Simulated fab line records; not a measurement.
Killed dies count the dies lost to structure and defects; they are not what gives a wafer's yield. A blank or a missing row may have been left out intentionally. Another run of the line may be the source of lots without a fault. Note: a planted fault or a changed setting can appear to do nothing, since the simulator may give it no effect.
Chamber matching    flow nand_harc    rie_diel-11 running NHARC_A_STAIRCASE_TRIM_187: 4 sister chambers
The step chemistry O2, time 211.2 s. 8 wafers are shown with their chamber, then 8 later ones without.

## EACH WAFER AND ITS CHAMBER
wafer   chamber  showerhead_plenum_p_Torr (Torr)  throttle_valve_pct (%)
L076.2  1        3.45                             17.053
L082.5  3        3.57                             17.049
L085.1  2        3.47                             17.043
L085.5  0        3.31                             17.020
L088.1  1        3.43                             17.050
L088.4  3        3.56                             17.040
L088.5  0        3.30                             17.020
L089.3  2        3.46                             17.034

## WAFERS MISSING THEIR CHAMBER
wafer   showerhead_plenum_p_Torr (Torr)  throttle_valve_pct (%)
L089.5  3.43                             17.042
L089.6  3.46                             17.034
L093.2  3.42                             17.036
L093.4  3.29                             17.022
L093.6  3.55                             17.041
L097.1  3.28                             17.028
L097.2  3.54                             17.039
L097.5  3.44                             17.060

## EACH ONE'S CHAMBER
wafer    from the rows above       in truth
L089.5   can't be placed: 1 or 2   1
L089.6   2                         2
L093.2   can't be placed: 1 or 2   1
L093.4   0                         0
L093.6   3                         3
L097.1   0                         0
L097.2   3                         3
L097.5   1                         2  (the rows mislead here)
Placed correctly: 5 of 8. From these rows, 2 cannot be placed; in 2 the true chamber is one of the candidates. Wrongly placed: 1.
How it was worked out, from the rows above alone: a wafer's distance from a chamber is the root of the sum, over the readings, of the square of ((its reading less the chamber's mean) divided by the reading's scatter). If the next closest chamber is less than 2 further off than the closest, the wafer can't be placed; otherwise it belongs to the closest. A chamber's mean is the mean of its shown wafers. How the scatter is found: for the shown wafers, subtract from each reading the mean of its chamber, square and add these, divide the total by (wafers less chambers), then take the root.
